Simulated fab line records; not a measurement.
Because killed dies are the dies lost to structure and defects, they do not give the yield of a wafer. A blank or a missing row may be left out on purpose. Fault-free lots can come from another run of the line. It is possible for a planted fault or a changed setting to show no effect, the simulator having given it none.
Chamber matching | flow n5Finfet | pecvd-03 running N5_GATE_CUT_PECVD_57: 3 sister chambers
The step deposits SiNx from SiH4/NH3/N2, target thk 21 nm. 3 wafers are shown with their chamber, then 9 later ones without.

## WAFERS, EACH WITH ITS CHAMBER
wafer  | chamber | throttleValvePct (%)
L086.3 | 1       | 38.9
L089.4 | 0       | 38.2
L089.6 | 2       | 42.8

## WAFERS MISSING THEIR CHAMBER
wafer  | throttleValvePct (%)
L090.2 | 38.6
L090.4 | 38.6
L090.6 | 42.8
L093.2 | 39.0
L093.4 | 42.6
L093.5 | 38.6
L097.2 | 39.0
L097.3 | 38.4
L097.5 | 38.4

## CHAMBER TAKEN BY EACH
wafer  | from the rows above     | in truth
L090.2 | can't be placed: 1 or 0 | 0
L090.4 | can't be placed: 1 or 0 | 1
L090.6 | 2                       | 2
L093.2 | 1                       | 1
L093.4 | 2                       | 2
L093.5 | can't be placed: 1 or 0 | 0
L097.2 | 1                       | 1
L097.3 | can't be placed: 0 or 1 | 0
L097.5 | can't be placed: 0 or 1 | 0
4 of 9 placed correctly. Can't be placed from these rows: 5 (the true chamber is among the candidates in 5). 0 placed wrongly.
How it was worked out, from the rows above alone: a wafer's distance from a chamber is the root of the sum, over the readings, of the square of ((its reading less the chamber's mean) divided by the reading's scatter). If the next closest chamber is less than 2 further off than the closest, the wafer can't be placed; otherwise it belongs to the closest. Each chamber's mean is taken over the wafers shown for it. The scatter: with one shown wafer a chamber, the root of the mean of the squares of how far each hidden wafer lies from its nearest shown one.
